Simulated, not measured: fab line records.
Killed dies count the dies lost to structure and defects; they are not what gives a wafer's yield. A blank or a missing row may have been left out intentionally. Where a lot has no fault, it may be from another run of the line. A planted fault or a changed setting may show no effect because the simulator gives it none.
fab line records    flow nandHarc
record: lots: 24  wafers: 72  lastDay: 24
route steps=1159 shown A_CONTACT@911
lots that met no fault: from a run of the same line without faults
startH: start of the lot's first displayed wafer, in hours after the record's first day    waitH: time in hours since the lot's previous step    " same as the row above    L1.1+2: several wafers, shown together as one row    - either no value or no given start    * or withheld: withheld    < > ~ a bound
route shown NAME@n: NAME is a module with steps in the file, n the number in the route of the first one    usual: mean/standard deviation taken from wafers without a fault    same: alike in all rows    chamber/n: place in a boat    sites: the reading at each site    _std_site: the standard deviation of these    _edge_site: mean of outer sites minus mean of inner sites    radiusMm: how far each site lies from the wafer's centre    mask NAME#n: copy n    behind: the most recent tool/chamber to have shaped the wafer    hold: why the lot was held/for how many hours/how that ended    device: whichever transistor did not switch (one of n, p or np)    end of line: the route-end tests of the same wafers    for a step that has no rows: nothing shown but its recipe    killed: the dies lost at the first sort to structure and to defects; this is not the yield of the wafer    map: a wafer's dies, x killed, . not, _ none there
set.NAME: the setting as run; set.NAME@STEP: as run at that earlier step    model.NAME: the simulator's own value behind a step, which no gauge read
one table for each step of the route and one row for each wafer, over a sample of lots
services: from which hour (startH, from the record's first day; less than 0 if before it) a tool's chamber was out of use, for how many hours, and why
== steps ==
step: NHARC_A_CONTACT_ETCH_131
recipe: sourceW: withheld  pressureMtorr: 20  biasV: 1200  timeS: 155  targetDepthA: 9560  arFlowSccm: withheld  c4f8FlowSccm: withheld  o2FlowSccm: withheld  chemistry: C4F8/O2/Ar
lot.wafer  tool           chamber  startH  waitH  rfHoursCounterH
L076.4     harCapEtch-03  0        374.92  0.1    -
L076.6     "              1        "       "      -
L076.5     "              0        "       "      -
L074.2     harCapEtch-02  1        386.33  0.1    10
L074.4     "              0        "       "      -
L074.6     "              0        "       "      -
L075.2     harCapEtch-02  0        393.82  0.1    11
L075.1     "              1        "       "      11
L075.6     "              1        "       "      -
L078.2     harCapEtch-01  0        401.89  0.1    61
L078.4     "              0        "       "      -
L078.5     "              0        "       "      -
L077.1     harCapEtch-01  1        405.70  0.1    62
L077.3     "              1        "       "      -
L077.5     "              1        "       "      -
L079.4     harCapEtch-02  0        410.28  0.1    -
L079.5     "              0        "       "      -
L079.6     "              1        "       "      -
L080.4     harCapEtch-03  0        412.79  0.1    -
L080.6     "              1        "       "      -
L080.5     "              0        "       "      -
L081.1     harCapEtch-01  1        420.05  0.1    65
L081.3     "              0        "       "      -
L081.6     "              1        "       "      -
L082.2     harCapEtch-03  1        423.81  0.1    95
L082.1     "              0        "       "      95
L082.4     "              1        "       "      -
L084.1     harCapEtch-01  1        436.04  0.1    68
L084.2     "              0        "       "      68
L084.3     "              0        "       "      -
L083.1     harCapEtch-03  1        438.59  0.1    98
L083.2     "              0        "       "      98
L083.3     "              1        "       "      -
L087.1     harCapEtch-03  1        445.71  0.1    99
L087.2     "              0        "       "      99
L087.6     "              0        "       "      -
L086.4     harCapEtch-01  1        447.68  0.1    -
L086.3     "              0        "       "      -
L086.5     "              1        "       "      -
L085.1     harCapEtch-01  1        456.65  0.1    73
L085.2     "              0        "       "      73
L085.5     "              0        "       "      -
L090.1     harCapEtch-03  1        461.49  0.1    102
L090.6     "              0        "       "      -
L090.5     "              1        "       "      -
L089.1     harCapEtch-02  1        465.60  0.1    25
L089.4     "              0        "       "      -
L089.5     "              1        "       "      -
L088.1     harCapEtch-03  0        475.60  0.2    104
L088.6     "              0        "       "      -
L088.5     "              1        "       "      -
L092.1     harCapEtch-02  0        476.80  0.1    28
L092.3     "              0        "       "      -
L092.5     "              0        "       "      -
L091.1     harCapEtch-01  1        489.61  0.2    78
L091.4     "              0        "       "      -
L091.5     "              1        "       "      -
L094.2     harCapEtch-03  1        492.38  0.2    107
L094.4     "              1        "       "      -
L094.5     "              1        "       "      -
L093.2     harCapEtch-01  0        494.36  0.2    79
L093.3     "              1        "       "      -
L093.6     "              1        "       "      -
L095.1     harCapEtch-01  0        499.76  0.2    81
L095.4     "              0        "       "      -
L095.5     "              0        "       "      -
L096.2     harCapEtch-01  1        504.24  0.2    82
L096.4     "              0        "       "      -
L096.5     "              0        "       "      -
L097.1     harCapEtch-03  1        509.33  0.2    111
L097.2     "              0        "       "      111
L097.3     "              1        "       "      -
step: NHARC_A_CONTACT_DEP_84
recipe: targetThkA: 20000  tempC: 400  material: aC
usual: throttleValvePct: 35.001/0.0095
lot.wafer  tool       chamber  startH  waitH  throttleValvePct
L076.4     aclDep-03  0        378.19  -      34.991
L076.5     "          0        "       "      35.016
L076.6     "          0        "       "      34.995
L074.2     aclDep-02  0        389.08  -      34.990
L074.4     "          0        "       "      35.013
L074.6     "          0        "       "      35.000
L075.1     aclDep-01  0        395.82  -      35.015
L075.2     "          0        "       "      35.001
L075.6     "          0        "       "      34.991
L078.2     aclDep-01  0        405.43  -      34.988
L078.4     "          0        "       "      35.002
L078.5     "          0        "       "      34.994
L077.1     aclDep-02  0        413.33  -      34.993
L077.3     "          0        "       "      34.998
L077.5     "          0        "       "      35.019
L079.4     aclDep-01  0        415.26  -      35.021
L079.5     "          0        "       "      35.003
L079.6     "          0        "       "      34.994
L080.4     aclDep-01  0        416.48  -      34.997
L080.5     "          0        "       "      35.001
L080.6     "          0        "       "      34.991
L081.1     aclDep-01  0        422.59  -      35.000
L081.3     "          0        "       "      35.015
L081.6     "          0        "       "      34.996
L082.1     aclDep-02  0        425.95  -      34.998
L082.2     "          0        "       "      34.990
L082.4     "          0        "       "      35.001
L084.1     aclDep-02  0        438.78  -      34.988
L084.2     "          0        "       "      35.001
L084.3     "          0        "       "      34.969
L083.1     aclDep-02  0        442.02  -      35.004
L083.2     "          0        "       "      34.991
L083.3     "          0        "       "      34.993
L087.1     aclDep-02  0        449.25  -      35.001
L087.2     "          0        "       "      35.009
L087.6     "          0        "       "      35.006
L086.3     aclDep-01  0        452.73  -      35.001
L086.4     "          0        "       "      34.989
L086.5     "          0        "       "      34.990
L085.1     aclDep-03  0        458.82  -      35.026
L085.2     "          0        "       "      35.020
L085.5     "          0        "       "      35.012
L090.1     aclDep-03  0        463.49  -      35.007
L090.5     "          0        "       "      35.001
L090.6     "          0        "       "      35.023
L089.1     aclDep-01  0        469.97  -      34.996
L089.4     "          0        "       "      35.012
L089.5     "          0        "       "      34.996
L088.1     aclDep-03  0        481.96  -      35.014
L088.5     "          0        "       "      34.986
L088.6     "          0        "       "      34.994
L092.1     aclDep-03  0        483.20  -      35.022
L092.3     "          0        "       "      34.999
L092.5     "          0        "       "      35.004
L091.1     aclDep-03  0        491.85  -      34.988
L091.4     "          0        "       "      34.983
L091.5     "          0        "       "      35.002
L094.2     aclDep-01  0        496.40  -      35.012
L094.4     "          0        "       "      34.992
L094.5     "          0        "       "      35.008
L093.2     aclDep-01  0        497.65  -      34.989
L093.3     "          0        "       "      35.005
L093.6     "          0        "       "      34.996
L095.1     aclDep-02  0        502.18  -      34.992
L095.4     "          0        "       "      35.008
L095.5     "          0        "       "      34.997
L096.2     aclDep-01  0        506.61  -      35.005
L096.4     "          0        "       "      34.994
L096.5     "          0        "       "      35.006
L097.1     aclDep-01  0        512.07  -      35.001
L097.2     "          0        "       "      35.011
L097.3     "          0        "       "      35.001
step: NHARC_A_CONTACT_ETCH_136
recipe: sourceW: withheld  pressureMtorr: 20  biasV: 3000  timeS: 132  targetDepthA: 12870  arFlowSccm: withheld  c4f8FlowSccm: withheld  o2FlowSccm: withheld  chemistry: C4F8/O2/Ar
lot.wafer  tool           chamber  startH  waitH  rfHoursCounterH
L076.4     harCapEtch-02  0        381.12  0.1    -
L076.5     "              1        "       "      -
L076.6     "              0        "       "      -
L074.2     harCapEtch-03  1        392.53  0.1    89
L074.4     "              0        "       "      -
L074.6     "              1        "       "      -
L075.2     harCapEtch-02  1        399.25  0.1    12
L075.1     "              0        "       "      12
L075.6     "              0        "       "      -
L078.2     harCapEtch-03  1        408.91  0.1    92
L078.4     "              1        "       "      -
L078.5     "              0        "       "      -
L077.1     harCapEtch-01  0        416.84  0.1    64
L077.3     "              1        "       "      -
L077.5     "              0        "       "      -
L079.4     harCapEtch-02  1        418.15  0.1    -
L079.5     "              1        "       "      -
L079.6     "              0        "       "      -
L080.4     harCapEtch-02  0        419.48  0.1    -
L080.5     "              0        "       "      -
L080.6     "              1        "       "      -
L081.1     harCapEtch-02  0        426.25  0.1    18
L081.3     "              1        "       "      -
L081.6     "              0        "       "      -
L082.2     harCapEtch-02  0        429.60  0.1    19
L082.1     "              1        "       "      19
L082.4     "              1        "       "      -
L084.2     harCapEtch-02  0        442.48  0.1    20
L084.1     "              1        "       "      20
L084.3     "              0        "       "      -
L083.2     harCapEtch-01  0        445.64  0.1    70
L083.1     "              1        "       "      70
L083.3     "              1        "       "      -
L087.2     harCapEtch-03  0        452.96  0.1    100
L087.1     "              1        "       "      100
L087.6     "              0        "       "      -
L086.4     harCapEtch-03  1        456.19  0.1    -
L086.3     "              0        "       "      -
L086.5     "              0        "       "      -
L085.1     harCapEtch-01  1        462.16  0.1    73
L085.2     "              0        "       "      73
L085.5     "              0        "       "      -
L090.1     harCapEtch-01  0        467.12  0.1    74
L090.5     "              1        "       "      -
L090.6     "              0        "       "      -
L089.1     harCapEtch-01  1        473.40  0.1    75
L089.4     "              1        "       "      -
L089.5     "              1        "       "      -
L088.1     harCapEtch-01  0        485.37  0.1    77
L088.6     "              1        "       "      -
L088.5     "              0        "       "      -
L092.1     harCapEtch-02  0        486.56  0.1    30
L092.3     "              1        "       "      -
L092.5     "              1        "       "      -
L091.1     harCapEtch-02  0        495.41  0.1    32
L091.4     "              0        "       "      -
L091.5     "              1        "       "      -
L094.2     harCapEtch-02  1        499.80  0.1    33
L094.4     "              1        "       "      -
L094.5     "              1        "       "      -
L093.2     harCapEtch-02  0        500.93  0.1    33
L093.3     "              0        "       "      -
L093.6     "              1        "       "      -
L095.1     harCapEtch-02  0        505.70  0.1    34
L095.4     "              1        "       "      -
L095.5     "              1        "       "      -
L096.2     harCapEtch-02  1        510.46  0.1    35
L096.4     "              1        "       "      -
L096.5     "              0        "       "      -
L097.1     harCapEtch-03  1        515.67  0.1    111
L097.2     "              0        "       "      111
L097.3     "              0        "       "      -
step: NHARC_A_CONTACT_ETCH_137
recipe: sourceW: withheld  pressureMtorr: 20  biasV: 3000  timeS: 132  targetDepthA: 12870  arFlowSccm: withheld  c4f8FlowSccm: withheld  o2FlowSccm: withheld  chemistry: C4F8/O2/Ar
lot.wafer  tool           chamber  startH  waitH  rfHoursCounterH
L076.4     harCapEtch-02  0        381.25  0.1    -
L076.5     "              1        "       "      -
L076.6     "              0        "       "      -
L074.2     harCapEtch-03  1        392.65  0.1    89
L074.4     "              0        "       "      -
L074.6     "              1        "       "      -
L075.2     harCapEtch-02  1        399.37  0.1    12
L075.1     "              0        "       "      12
L075.6     "              0        "       "      -
L078.2     harCapEtch-03  1        409.03  0.1    93
L078.4     "              1        "       "      -
L078.5     "              0        "       "      -
L077.1     harCapEtch-01  0        416.96  0.1    64
L077.3     "              1        "       "      -
L077.5     "              0        "       "      -
L079.4     harCapEtch-02  1        418.27  0.1    -
L079.5     "              1        "       "      -
L079.6     "              0        "       "      -
L080.4     harCapEtch-02  0        419.60  0.1    -
L080.5     "              0        "       "      -
L080.6     "              1        "       "      -
L081.1     harCapEtch-02  0        426.37  0.1    18
L081.3     "              1        "       "      -
L081.6     "              0        "       "      -
L082.2     harCapEtch-02  0        429.72  0.1    19
L082.1     "              1        "       "      19
L082.4     "              1        "       "      -
L084.2     harCapEtch-02  0        442.60  0.1    21
L084.1     "              1        "       "      21
L084.3     "              0        "       "      -
L083.2     harCapEtch-01  0        445.76  0.1    70
L083.1     "              1        "       "      70
L083.3     "              1        "       "      -
L087.2     harCapEtch-03  0        453.08  0.1    100
L087.1     "              1        "       "      100
L087.6     "              0        "       "      -
L086.4     harCapEtch-03  1        456.31  0.1    -
L086.3     "              0        "       "      -
L086.5     "              0        "       "      -
L085.1     harCapEtch-01  1        462.28  0.1    73
L085.2     "              0        "       "      73
L085.5     "              0        "       "      -
L090.1     harCapEtch-01  0        467.25  0.1    74
L090.5     "              1        "       "      -
L090.6     "              0        "       "      -
L089.1     harCapEtch-01  1        473.52  0.1    75
L089.4     "              1        "       "      -
L089.5     "              1        "       "      -
L088.1     harCapEtch-01  0        485.49  0.1    77
L088.6     "              1        "       "      -
L088.5     "              0        "       "      -
L092.1     harCapEtch-02  0        486.68  0.1    30
L092.3     "              1        "       "      -
L092.5     "              1        "       "      -
L091.1     harCapEtch-02  0        495.53  0.1    32
L091.4     "              0        "       "      -
L091.5     "              1        "       "      -
L094.2     harCapEtch-02  1        499.93  0.1    33
L094.4     "              1        "       "      -
L094.5     "              1        "       "      -
L093.2     harCapEtch-02  0        501.06  0.1    33
L093.3     "              0        "       "      -
L093.6     "              1        "       "      -
L095.1     harCapEtch-02  0        505.82  0.1    34
L095.4     "              1        "       "      -
L095.5     "              1        "       "      -
L096.2     harCapEtch-02  1        510.59  0.1    35
L096.4     "              1        "       "      -
L096.5     "              0        "       "      -
L097.1     harCapEtch-03  1        515.83  0.1    111
L097.2     "              0        "       "      111
L097.3     "              0        "       "      -
step: NHARC_A_CONTACT_ETCH_92
recipe: targetDepthA: 400  overEtchFrac: 0.5  timeS: 85.7  ionEnergyEv: 120  ch3fFlowSccm: 50  o2FlowSccm: 30  arFlowSccm: 200  rfW: 500  biasW: 100  chemistry: CH3F/O2
usual: drypumpMotorCurrentA: 5.7/0.46  oesProductAu: 0.934/0.026  rfVppV: 244.3/1.2  showerheadPlenumPTorr: 2.45/0.063  throttleValvePct: 20.664/0.0086
same: overEtchFrac: 0.5
lot.wafer  tool        chamber  startH  waitH  drypumpMotorCurrentA  oesProductAu  rfHoursCounterH  rfVppV  showerheadPlenumPTorr  throttleValvePct
L076.4     rieDiel-13  2        381.88  0.3    6.2                   0.924         17               247.5   2.52                   20.659
L076.6     "           3        "       "      5.1                   0.918         -                243.3   2.41                   20.656
L076.5     "           0        "       "      5.6                   0.929         -                243.1   2.47                   20.645
L074.4     rieDiel-11  2        393.28  0.3    6.0                   0.921         7                245.7   2.52                   20.668
L074.2     "           1        "       "      5.3                   0.925         6                242.4   2.32                   20.669
L074.6     "           3        "       "      5.0                   0.929         -                243.7   2.42                   20.657
L075.1     rieDiel-09  1        400.04  0.3    6.7                   0.915         51               246.5   2.56                   20.664
L075.2     "           0        "       "      5.5                   0.939         52               245.6   2.56                   20.655
L075.6     "           1        "       "      6.7                   0.928         -                246.3   2.56                   20.649
L078.4     rieDiel-13  1        409.70  0.3    6.1                   0.924         23               245.1   2.43                   20.672
L078.2     "           2        "       "      6.1                   0.928         21               244.9   2.52                   20.675
L078.5     "           1        "       "      6.1                   0.931         -                244.3   2.43                   20.676
L077.1     rieDiel-11  2        417.61  0.3    6.0                   0.912         14               245.8   2.51                   20.655
L077.3     "           3        "       "      5.0                   0.942         13               245.2   2.41                   20.649
L077.5     "           1        "       "      5.3                   0.929         -                242.1   2.32                   20.663
L079.4     rieDiel-11  2        418.92  0.3    6.0                   0.924         15               245.6   2.51                   20.655
L079.6     "           2        "       "      6.0                   0.924         -                245.8   2.51                   20.659
L079.5     "           3        "       "      5.0                   0.923         -                243.1   2.41                   20.674
L080.4     rieDiel-09  1        420.25  0.3    6.8                   0.928         56               245.8   2.55                   20.659
L080.6     "           2        "       "      5.4                   0.934         -                245.7   2.47                   20.669
L080.5     "           3        "       "      5.7                   0.931         -                243.0   2.36                   20.650
L081.3     rieDiel-13  2        427.01  0.3    6.2                   0.924         25               246.1   2.52                   20.663
L081.1     "           0        "       "      5.6                   0.932         24               244.5   2.46                   20.669
L081.6     "           0        "       "      5.6                   0.936         -                244.5   2.46                   20.668
L082.1     rieDiel-13  1        430.37  0.3    6.1                   0.933         27               242.8   2.43                   20.656
L082.2     "           0        "       "      5.5                   0.940         25               244.0   2.46                   20.663
L082.4     "           1        "       "      6.1                   0.927         -                245.0   2.43                   20.663
L084.2     rieDiel-11  0        443.27  0.4    6.0                   0.925         24               244.2   2.43                   20.653
L084.3     "           1        "       "      5.3                   0.923         24               243.9   2.32                   20.654
L084.1     "           2        "       "      6.0                   0.919         26               245.8   2.51                   20.667
L083.2     rieDiel-13  3        446.41  0.4    5.1                   0.914         26               244.3   2.40                   20.658
L083.3     "           0        "       "      5.6                   0.922         29               244.3   2.46                   20.665
L083.1     "           1        "       "      6.1                   0.921         30               244.8   2.43                   20.651
L087.1     rieDiel-11  0        453.74  0.3    6.0                   0.922         28               243.9   2.43                   20.667
L087.2     "           2        "       "      6.0                   0.911         29               245.6   2.51                   20.661
L087.6     "           3        "       "      5.0                   0.915         -                244.9   2.41                   20.647
L086.4     rieDiel-11  3        456.96  0.3    5.0                   0.927         30               242.1   2.41                   20.664
L086.3     "           1        "       "      5.3                   0.924         30               241.4   2.31                   20.659
L086.5     "           2        "       "      6.0                   0.925         -                245.0   2.51                   20.668
L085.2     rieDiel-13  1        463.09  0.5    6.1                   1.010         0                244.4   2.43                   20.672
L085.1     "           3        "       "      5.1                   0.987         0                243.4   2.40                   20.659
L085.5     "           1        "       "      6.1                   1.002         -                244.9   2.43                   20.671
L090.1     rieDiel-09  0        467.89  0.3    5.5                   0.997         8                246.7   2.55                   20.656
L090.5     "           3        "       "      5.7                   0.924         -                243.5   2.35                   20.670
L090.6     "           0        "       "      5.5                   0.986         -                245.5   2.56                   20.669
L089.4     rieDiel-09  3        474.15  0.2    5.8                   1.000         12               242.1   2.35                   20.660
L089.1     "           2        "       "      5.4                   0.995         12               244.2   2.46                   20.657
L089.5     "           0        "       "      5.5                   1.010         -                245.1   2.55                   20.676
L088.1     rieDiel-11  1        486.12  0.3    5.3                   0.932         41               242.9   2.31                   20.661
L088.5     "           1        "       "      5.3                   0.928         -                242.2   2.31                   20.668
L088.6     "           2        "       "      6.1                   0.914         -                244.8   2.50                   20.660
L092.3     rieDiel-09  2        487.34  0.3    5.4                   0.918         15               245.1   2.46                   20.669
L092.1     "           0        "       "      5.5                   0.909         12               244.9   2.55                   20.660
L092.5     "           2        "       "      5.4                   0.916         -                244.5   2.46                   20.659
L091.1     rieDiel-11  3        496.16  0.3    5.0                   0.912         44               244.5   2.40                   20.671
L091.4     "           1        "       "      5.4                   0.920         45               241.5   2.31                   20.669
L091.5     "           3        "       "      5.0                   0.924         -                243.8   2.40                   20.662
L094.2     rieDiel-13  2        500.57  0.3    6.2                   0.924         7                245.5   2.51                   20.673
L094.4     "           0        "       "      5.6                   0.924         7                243.8   2.46                   20.663
L094.5     "           1        "       "      6.1                   0.912         -                245.2   2.43                   20.664
L093.2     rieDiel-13  0        501.76  0.4    5.6                   0.989         7                244.3   2.46                   20.656
L093.3     "           2        "       "      6.2                   0.986         8                245.7   2.51                   20.668
L093.6     "           0        "       "      5.6                   0.994         -                245.0   2.46                   20.674
L095.4     rieDiel-13  1        506.47  0.3    6.1                   0.922         8                245.3   2.43                   20.670
L095.1     "           2        "       "      6.2                   0.925         8                244.9   2.51                   20.657
L095.5     "           2        "       "      6.1                   0.921         -                244.5   2.51                   20.655
L096.2     rieDiel-13  2        511.24  0.4    6.2                   0.929         10               244.3   2.51                   20.645
L096.4     "           3        "       "      5.1                   0.921         10               243.1   2.40                   20.672
L096.5     "           0        "       "      5.6                   0.924         -                244.8   2.46                   20.669
L097.1     rieDiel-13  3        516.64  0.4    5.1                   0.925         11               243.9   2.40                   20.668
L097.3     "           0        "       "      5.6                   0.926         10               245.4   2.46                   20.679
L097.2     "           2        "       "      6.1                   0.921         11               244.0   2.51                   20.664
step: NHARC_A_CONTACT_ETCH_110
recipe: targetDepthA: 500  overetchA: 50  timeS: 27.5  ionEnergyEv: 100  cf4FlowSccm: 80  o2FlowSccm: 20  arFlowSccm: 0  rfW: 300  biasW: 100  chemistry: CF4/O2
usual: drypumpMotorCurrentA: 5.7/0.46  oesProductAu: 0.997/0.0077  rfVppV: 197.7/1  showerheadPlenumPTorr: 1.33/0.034  throttleValvePct: 13.397/0.01
lot.wafer  tool        chamber  startH  waitH  drypumpMotorCurrentA  oesProductAu  rfHoursCounterH  rfVppV  showerheadPlenumPTorr  throttleValvePct
L076.4     rieDiel-09  0        382.36  0.1    5.5                   1.004         45               200.6   1.39                   13.396
L076.6     "           1        "       "      6.7                   0.986         -                200.3   1.39                   13.399
L076.5     "           2        "       "      5.4                   1.002         -                197.9   1.34                   13.395
L074.2     rieDiel-13  2        393.81  0.1    6.1                   0.996         18               198.4   1.37                   13.424
L074.4     "           3        "       "      5.1                   0.997         18               197.3   1.31                   13.392
L074.6     "           1        "       "      6.1                   0.995         -                197.6   1.32                   13.375
L075.2     rieDiel-09  3        400.55  0.0    5.7                   1.016         49               197.5   1.28                   13.397
L075.1     "           0        "       "      5.5                   1.009         52               199.6   1.39                   13.378
L075.6     "           0        "       "      5.5                   1.007         -                197.5   1.39                   13.383
L078.2     rieDiel-13  3        410.20  0.0    5.1                   0.989         21               196.9   1.30                   13.403
L078.4     "           1        "       "      6.1                   0.998         23               199.3   1.32                   13.391
L078.5     "           0        "       "      5.6                   1.004         -                198.5   1.34                   13.410
L077.1     rieDiel-13  0        418.17  0.1    5.6                   1.008         23               197.7   1.34                   13.394
L077.3     "           1        "       "      6.1                   0.992         25               197.3   1.32                   13.398
L077.5     "           3        "       "      5.0                   0.989         -                197.3   1.30                   13.391
L079.4     rieDiel-11  1        419.43  0.1    5.3                   0.996         14               196.2   1.26                   13.402
L079.6     "           0        "       "      6.0                   0.995         -                199.5   1.32                   13.386
L079.5     "           1        "       "      5.4                   1.002         -                198.0   1.26                   13.412
L080.4     rieDiel-09  1        420.73  0.1    6.7                   0.990         56               198.7   1.39                   13.423
L080.5     "           2        "       "      5.4                   0.998         -                199.1   1.34                   13.386
L080.6     "           3        "       "      5.7                   1.010         -                196.6   1.28                   13.395
L081.1     rieDiel-13  0        427.59  0.1    5.6                   0.991         24               198.6   1.34                   13.392
L081.3     "           2        "       "      6.1                   1.004         25               199.4   1.37                   13.396
L081.6     "           1        "       "      6.1                   0.994         -                197.5   1.32                   13.396
L082.1     rieDiel-13  0        431.23  0.1    5.5                   1.006         25               196.0   1.34                   13.393
L082.2     "           1        "       "      6.1                   0.992         27               197.9   1.32                   13.373
L082.4     "           0        "       "      5.5                   0.997         -                198.1   1.34                   13.404
L084.3     rieDiel-11  2        443.83  0.1    6.0                   0.994         26               198.6   1.36                   13.396
L084.2     "           3        "       "      5.0                   1.002         25               196.2   1.31                   13.400
L084.1     "           1        "       "      5.4                   1.003         24               194.5   1.26                   13.384
L083.3     rieDiel-13  0        447.00  0.1    5.6                   1.002         29               198.0   1.34                   13.410
L083.2     "           1        "       "      6.1                   0.987         31               197.8   1.32                   13.407
L083.1     "           3        "       "      5.1                   0.988         26               197.1   1.30                   13.395
L087.1     rieDiel-11  0        454.24  0.1    6.0                   0.999         28               198.4   1.32                   13.410
L087.2     "           2        "       "      6.0                   0.989         29               196.7   1.36                   13.389
L087.6     "           0        "       "      6.0                   0.998         -                197.3   1.32                   13.417
L086.3     rieDiel-09  3        457.59  0.1    5.7                   1.009         7                197.5   1.28                   13.408
L086.4     "           1        "       "      6.7                   0.995         8                198.6   1.38                   13.397
L086.5     "           3        "       "      5.7                   1.004         -                196.3   1.28                   13.391
L085.2     rieDiel-13  0        463.80  0.1    5.5                   0.999         0                197.5   1.34                   13.401
L085.1     "           1        "       "      6.1                   0.995         0                197.6   1.32                   13.398
L085.5     "           1        "       "      6.1                   0.995         -                198.4   1.32                   13.400
L090.1     rieDiel-09  1        468.40  0.0    6.7                   0.995         12               199.5   1.38                   13.369
L090.5     "           1        "       "      6.7                   0.987         -                199.1   1.38                   13.424
L090.6     "           2        "       "      5.4                   0.999         -                197.1   1.34                   13.397
L089.4     rieDiel-09  0        474.66  0.1    5.5                   1.007         9                198.2   1.39                   13.389
L089.1     "           2        "       "      5.4                   0.999         12               199.0   1.34                   13.404
L089.5     "           0        "       "      5.4                   1.003         -                198.0   1.39                   13.389
L088.1     rieDiel-09  0        486.69  0.1    5.5                   0.983         12               198.9   1.39                   13.401
L088.6     "           3        "       "      5.7                   0.992         -                196.7   1.28                   13.385
L088.5     "           0        "       "      5.5                   0.993         -                199.1   1.39                   13.381
L092.3     rieDiel-13  3        487.87  0.1    5.0                   1.000         6                196.2   1.30                   13.403
L092.1     "           2        "       "      6.2                   0.996         5                199.1   1.37                   13.405
L092.5     "           3        "       "      5.0                   0.994         -                197.3   1.30                   13.406
L091.1     rieDiel-13  2        496.76  0.1    6.1                   1.003         6                199.3   1.37                   13.400
L091.4     "           3        "       "      5.1                   0.999         6                197.6   1.30                   13.388
L091.5     "           0        "       "      5.5                   1.010         -                197.9   1.33                   13.403
L094.4     rieDiel-13  1        501.14  0.1    6.1                   0.999         7                198.1   1.32                   13.407
L094.2     "           2        "       "      6.1                   0.993         7                197.8   1.37                   13.391
L094.5     "           2        "       "      6.1                   0.999         -                198.3   1.37                   13.408
L093.3     rieDiel-13  3        502.27  0.1    5.1                   0.999         8                197.2   1.30                   13.408
L093.2     "           2        "       "      6.1                   0.991         8                197.3   1.37                   13.400
L093.6     "           0        "       "      5.6                   0.993         -                198.6   1.33                   13.404
L095.1     rieDiel-13  1        506.98  0.1    6.1                   0.983         8                197.3   1.32                   13.398
L095.4     "           2        "       "      6.1                   0.988         8                198.0   1.37                   13.413
L095.5     "           0        "       "      5.6                   0.981         -                197.4   1.33                   13.398
L096.4     rieDiel-11  3        511.80  0.1    5.0                   0.997         50               197.4   1.30                   13.394
L096.2     "           0        "       "      6.0                   1.012         52               197.3   1.31                   13.402
L096.5     "           3        "       "      5.0                   1.010         -                198.4   1.30                   13.415
L097.3     rieDiel-13  0        517.16  0.1    5.6                   1.005         10               197.1   1.33                   13.415
L097.1     "           1        "       "      6.1                   0.997         10               197.1   1.32                   13.392
L097.2     "           2        "       "      6.2                   0.999         11               198.5   1.36                   13.403
== services ==
tool           chamber  startH  hours  kind
harCapEtch-02  -        351.16  0.7    repair
aclDep-02      -        351.64  13.0   pm
rieDiel-11     1        352.19  8.8    repair
rieDiel-13     0        358.52  -      clean
rieDiel-13     1        358.52  -      clean
rieDiel-13     2        358.52  -      clean
rieDiel-13     3        358.52  -      clean
rieDiel-11     -        367.85  9.0    pm
rieDiel-13     -        369.96  1.1    repair
rieDiel-13     0        383.02  -      clean
rieDiel-13     1        383.02  -      clean
rieDiel-13     2        383.02  -      clean
aclDep-03      -        407.14  13.0   pm
rieDiel-09     -        407.74  0.8    repair
harCapEtch-03  -        413.83  5.9    repair
rieDiel-09     -        414.50  0.5    repair
rieDiel-13     3        421.97  15.2   repair
rieDiel-13     2        430.23  30.7   repair
rieDiel-09     -        432.03  9.0    pm
rieDiel-13     1        435.15  6.1    repair
rieDiel-09     0        449.41  8.0    repair
rieDiel-13     -        453.00  9.0    pm
aclDep-01      -        473.67  13.0   pm
rieDiel-13     0        487.25  4.7    repair
== key ==
fault none
